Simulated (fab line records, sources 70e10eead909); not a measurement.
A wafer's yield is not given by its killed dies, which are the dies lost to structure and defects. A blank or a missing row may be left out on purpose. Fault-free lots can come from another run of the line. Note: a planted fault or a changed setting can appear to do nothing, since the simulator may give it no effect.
A struck lot beside a sound one :: flow nand_harc :: 14 steps out of a route of 1302
Sound: the wafers L896.2, L896.5, L896.6. Struck: wafer L901.2 (left out: L901.3, L901.5 of the same lot, which were not struck); the cause appears at the end.
Each step with rows lists, per side, the tool, then ch with its chambers, then its first start. Under that, the readings that differ: sound wafers :: struck wafers :: difference of the means :: sigmas: that difference in standard deviations of wafers without a fault.
alike: readings with means less than 2 such deviations apart, plus words and numbers identical on both sides. not compared: withheld readings, readings lacking a value on some wafer, bounds such as >300 that could conceal the same value, and numbers that have no deviation in the record and whose values overlap.
Wherever a step has rows on one side only, a row that says differs or no value, or a row with sigmas, the two part there. Non-overlapping numbers with no deviation appear without sigmas and do not part them. A reading missing from all wafers of one side parts the sides only when that side holds two or more wafers.

NHARC_A_SOURCE_PLATE_THK_MEAS_06: measures by ellipsometry.
  sound on film_metro-01 at day 13 14:13; struck on film_metro-02 at day 15 23:17
  alike: thk_nm
NHARC_A_SOURCE_PLATE_INSPECT_08:
  sound on defect_inspect-02 at day 13 14:17; struck on defect_inspect-02 at day 15 23:20
  alike: raw_defect_count
then NHARC_A_ONON_D1_DEP_00 (target thk 1000 nm), 1 step lacking rows for these wafers.
NHARC_A_ONON_D1_THK_MEAS_02: measures by ellipsometry.
  sound on film_metro-02 at day 13 14:51; struck on film_metro-02 at day 15 23:55
  alike: thk_nm
then NHARC_A_ONON_D1_DEP_03 (target thk 1000 nm), 1 step lacking rows for these wafers.
NHARC_A_ONON_D1_THK_MEAS_05: measures by ellipsometry.
  sound on film_metro-02 at day 13 15:25; struck on film_metro-02 at day 16 00:29
reading: thk_nm (nm)
sound: 998 999 997
struck: 1028
difference: +30
sigmas: +3
then NHARC_A_ONON_D1_DEP_06 (target thk 1000 nm), 1 step lacking rows for these wafers.
NHARC_A_ONON_D1_THK_MEAS_08: measures by ellipsometry.
  sound on film_metro-02 at day 13 15:59; struck on film_metro-01 at day 16 01:03
  alike: thk_nm
then NHARC_A_ONON_D1_DEP_09 (target thk 1000 nm), 1 step lacking rows for these wafers.
NHARC_A_ONON_D1_THK_MEAS_11: measures by ellipsometry.
  sound on film_metro-01 at day 13 16:33; struck on film_metro-02 at day 16 01:37
reading: thk_nm (nm)
sound: 1013 1012 1012
struck: 994
difference: -18
sigmas: -2
NHARC_A_ONON_D1_DEP_12: target thk 1000 nm.
  sound on pecvd_onon-04 ch 0, day 13 16:40; struck on pecvd_onon-04 ch 0, day 16 01:44
  alike: sih4_flow_sccm
NHARC_A_ONON_D1_THK_MEAS_14: measures by ellipsometry.
  sound on film_metro-02 at day 13 17:07; struck on film_metro-02 at day 16 02:12
reading: thk_nm (nm)
sound: 1000 1002 999
struck: 1411
difference: +411
sigmas: +32
then, 1 step without rows for these wafers: NHARC_A_ONON_D1_ANNEAL_15 (time 3600 s).
-- the record jumps here: 16 days lie between the struck wafers' starts before and after (it left off in module A_ONON_D1 and takes up again in module END, whose first step shown is number 1302 of the route) --
NHARC_END_SORT_01:
  here the record holds rows for the struck wafers (prober-01 ch 0, day 32 06:54) but none for the sound ones

== WHERE THEY PART ==
At NHARC_A_ONON_D1_THK_MEAS_05 first; at NHARC_END_SORT_01 last (within this record only).

WHY: the cause the simulator had injected
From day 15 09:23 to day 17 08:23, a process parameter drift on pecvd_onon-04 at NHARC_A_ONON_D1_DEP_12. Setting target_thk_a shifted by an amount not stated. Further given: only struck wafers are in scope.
